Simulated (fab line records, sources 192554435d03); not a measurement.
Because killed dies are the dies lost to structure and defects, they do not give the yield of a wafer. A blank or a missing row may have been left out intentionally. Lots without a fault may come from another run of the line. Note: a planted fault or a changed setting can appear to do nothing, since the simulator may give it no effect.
3 desks, one fault ; flow n5Finfet ; numbers are kept per desk, each desk with only its own; the story behind them comes last
Where a reading is given only as a bound, like >300, the bound stands for it, and a mean or a difference that rests on one is marked > or <: the true number lies beyond.

## THE METROLOGY DESK
Means of the sampled wafers that have a number, per lot and without regard to the tool the lot ran on: this is what the gauges read. The brackets show how far a lot's mean lies from the usual mean; more than 4 standard deviations puts the lot out of limits, marked OUT. Shown here are 7 of its 10 readings, the ones lying furthest out on some lot.
Columns: A = DIBL_N at N5_BEOL_M4_RC_MEAS_101, usual 35.9 mV/V; B = DIBL_P at N5_BEOL_M4_RC_MEAS_101, usual 36.3 mV/V; C = IOFF_N at N5_BEOL_M4_RC_MEAS_101, usual 0.153 nA/um; D = ION_N at N5_BEOL_M4_RC_MEAS_101, usual 672 uA/um; E = SS_P at N5_BEOL_M4_RC_MEAS_101, usual 73.3 mV/dec; F = VT_N at N5_BEOL_M4_RC_MEAS_101, usual 250.4 mV; G = VT_P at N5_BEOL_M4_RC_MEAS_101, usual -250.5 mV
lot;first seen here;A;B;C;D;E;F;G
L721;day 10 07:00;36.5;36.2;0.162;679;73.7;249.5;-249.8
L722;day 10 09:09;37.8;38.8;0.184;678;74.4;247.9;-249.3
L723;day 10 15:32;35.6;35.4;0.137;665;73.1;253.7;-254.6
L725;day 10 20:38;35.4;34.7;0.132;668;73.1;251.8;-246.3
L731;day 12 15:55;36.6;37.7;0.162;675;73.3;252.6;-251.3
L734;day 13 15:25;33.9;34.7;0.139;674;73.1;251.1;-247.3
L736;day 14 01:19;36.7;37.8;0.175;687;74.0;248.2;-249.1
L737;day 14 04:28;35.4;36.4;0.141;671;72.9;252.6;-252.8
This desk found nothing out of limits on any of the 8 lots.

## THE DEFECT DESK
For each lot, the counts of the inspections along the route, averaged over the sampled wafers that have a number. The brackets show how far a lot's mean lies from the usual mean; more than 4 standard deviations puts the lot out of limits, marked OUT.
Columns: A = rawDefectCount at N5_BEOL_M0_SAQP_INSPECT_16, usual 526; B = rawDefectCount at N5_BEOL_M0_SAQP_INSPECT_42, usual 302; C = rawDefectCount at N5_BEOL_M0_CUTY_INSPECT_59, usual 2.0
lot;first seen here;A;B;C
L721;day 7 06:17;390;222;2.0
L722;day 7 11:20;596;365;3.0
L723;day 7 23:07;552;296;3.0
L725;day 8 05:36;1273 (+5.7) OUT;1049 (+8.3) OUT;>300 (+99 or more) OUT
L731;day 9 16:37;1285 (+5.8) OUT;1053 (+8.3) OUT;>300 (+99 or more) OUT
L734;day 10 09:55;366;255;0.3
L736;day 10 20:47;595;413;1.0
L737;day 11 03:20;414;240;1.0
This desk's verdict: out of limits on L725, L731, starting with L725 at day 8 05:36 (rawDefectCount at N5_BEOL_M0_SAQP_INSPECT_16). In limits: L721, L722, L723, L734, L736, L737.

## FOR THE TOOL OWNER'S DESK: pvdSputter-03
The tool's own readings at N5_BEOL_M0_SAQP_HM_DEP_02 (deposits TiN, target thk 12 nm): means of the sampled wafers that have a number, for each lot that ran on this tool. The brackets show how far a lot's mean lies from the usual mean; more than 4 standard deviations puts the lot out of limits, marked OUT.
Columns: A = substrateTempC at N5_BEOL_M0_SAQP_HM_DEP_02, usual 25.01 C; B = throttleValvePct at N5_BEOL_M0_SAQP_HM_DEP_02, usual 30.0 %
lot;first seen here;A;B
L722;day 7 10:35;24.96;30.2
L723;day 7 22:16;24.91;30.9
L725;day 8 04:52;24.99;29.1
L731;day 9 15:43;24.93;29.8
This desk found nothing out of limits on any of the 4 lots.

## PUT TOGETHER
The defect desk could have raised an alarm at day 8 05:36, on L725, L731.
At the metrology desk, nothing out of limits was observed.
Nothing out of limits was seen by the tool owner's desk.
The metrology desk holds a record of L725, L731, inside its limits.
Tool owner's desk: L725, L731 on record, inside its limits.
The lots listed all ran N5_BEOL_M0_SAQP_HM_DEP_02 on pvdSputter-03.

## WHAT THE SIMULATOR HAD PUT IN
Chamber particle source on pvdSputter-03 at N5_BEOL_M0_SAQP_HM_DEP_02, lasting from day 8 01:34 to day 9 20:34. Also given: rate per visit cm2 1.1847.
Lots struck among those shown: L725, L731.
Hours from the fault's start to each desk's first reading out of limits: the defect desk, 4.
